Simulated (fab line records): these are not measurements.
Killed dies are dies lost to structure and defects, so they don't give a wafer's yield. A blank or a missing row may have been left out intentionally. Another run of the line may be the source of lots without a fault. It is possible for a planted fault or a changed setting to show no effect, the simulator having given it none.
Lot-split experiment	flow n5_finfet	21 wafers read from 7 lots, route of 1938 steps

## THE SPLIT
At N5_BEOL_M4_ETCH_64 (etches SOC in N2/H2, target depth 75 nm, overetch 22.5 nm, time 121.9 s), the setting bias_w was moved away from the recipe's 150 W on 14 of the 21 wafers read, by -16.2% to +14.1%. This setting was run at the recipe's value on the other wafers.

Reading taken at the split's own step.

## THE READING
rf_vpp_V, in V, at N5_BEOL_M4_ETCH_64 (etches SOC in N2/H2, target depth 75 nm, overetch 22.5 nm, time 121.9 s). A value of 523.1 V with a standard deviation of 2.2 V is what fault-free wafers of this fab line usually give.

wafer	tool, chamber at the split	bias_w as run, W	against the recipe	rf_vpp_V, V	against lot-mates on the recipe
L085.1	rie_diel-03, 3	170	+13.3%	562.0	+39.5
L085.2	rie_diel-03, 0	170	+13.3%	565.5	+43.0
L085.6	rie_diel-03, 1	150	recipe	522.5	-
L086.1	rie_diel-04, 3	150	recipe	527.0	-
L086.2	rie_diel-04, 1	126.8	-15.5%	469.4	-56.0
L086.5	rie_diel-04, 2	150	recipe	523.8	-
L088.1	rie_diel-04, 1	150	recipe	522.7	-
L088.2	rie_diel-04, 3	150	recipe	525.4	-
L088.3	rie_diel-04, 2	150	recipe	525.4	-
L090.1	rie_diel-04, 1	125.7	-16.2%	467.2	-57.8
L090.2	rie_diel-04, 2	125.7	-16.2%	468.5	-56.5
L090.3	rie_diel-04, 3	150	recipe	525.0	-
L091.3	rie_diel-04, 1	166.1	+10.7%	556.1	no lot-mate on the recipe
L091.4	rie_diel-04, 3	166.1	+10.7%	561.2	no lot-mate on the recipe
L091.6	rie_diel-04, 1	166.1	+10.7%	555.4	no lot-mate on the recipe
L094.2	rie_diel-04, 3	165.9	+10.6%	558.6	no lot-mate on the recipe
L094.5	rie_diel-04, 2	165.9	+10.6%	558.0	no lot-mate on the recipe
L094.6	rie_diel-04, 1	165.9	+10.6%	554.7	no lot-mate on the recipe
L096.3	rie_diel-02, 2	171.2	+14.1%	568.3	no lot-mate on the recipe
L096.4	rie_diel-02, 0	171.2	+14.1%	571.5	no lot-mate on the recipe
L096.5	rie_diel-02, 0	171.2	+14.1%	570.5	no lot-mate on the recipe

FIT RESULTS
A straight line over all 21 wafers: rf_vpp_V changes by +3.3 V for each +1% of bias_w; r = +1.00; the points scatter about the line by 2.4 V.
The same after taking each lot's own level away (the mean of its wafers on the recipe; 12 wafers): +3.38 V for each +1%; r = +1.00; scatter 2.2 V.
That fit puts the effect of the largest move of bias_w on the reading at 55 V.
From 522.50 to 525.40 V: that is the span of the lots' own levels, equal to 1.3 times the standard deviation above.
Hence the lot-to-lot level has little effect on the slope; both slopes agree.
Check: for one of the wafers moved furthest among these (-16.2%), held out of the fit, the line's prediction against its lot-mates is -55.5 V. Against them it came out at -57.8 V.
Tool readings at the split's step, against how far the setting was moved: rf_vpp_V r = +1.00.

## THESE WAFERS: OTHER SPLITS
These wafers also went through other splits before the reading. Each is held against what the fit with the lots' levels taken away leaves over:
other split on the same wafers	wafers away from the commonest value	r with rf_vpp_V (lot level and that fit taken away)
N5_BEOL_M2_DESCUM_33 time_s	7	-0.04
N5_BEOL_M2_ETCH_69 bias_w	7	-0.12
N5_BEOL_M3_COAT_61 spin_rpm	8	-0.12
N5_BEOL_M3_COAT_73 temp_c	6	+0.54
N5_BEOL_M4_DESCUM_16 time_s	5	+0.29

## THE WHOLE CHAIN: every reading that the file lists as answering this split, in the file's order
step	what it does	reading	change (the file's fit)	r (the file's)
N5_BEOL_M4_ETCH_64	etches SOC in N2/H2, target depth 75 nm, overetch 22.5 nm, time 121.9 s	rf_vpp_V	+3.44 V for each +1% of the setting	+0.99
N5_BEOL_M4_ETCH_64	etches SOC in N2/H2, target depth 75 nm, overetch 22.5 nm, time 121.9 s	SiARC_of_BEOL_M4_COAT_62.thk_nm (the simulator's own value, which no gauge read)	-0.0715 nm for each +1% of the setting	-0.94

## FILE'S OWN FIT
rf_vpp_V changes by +3.44 V for each +1% of bias_w, r = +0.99.
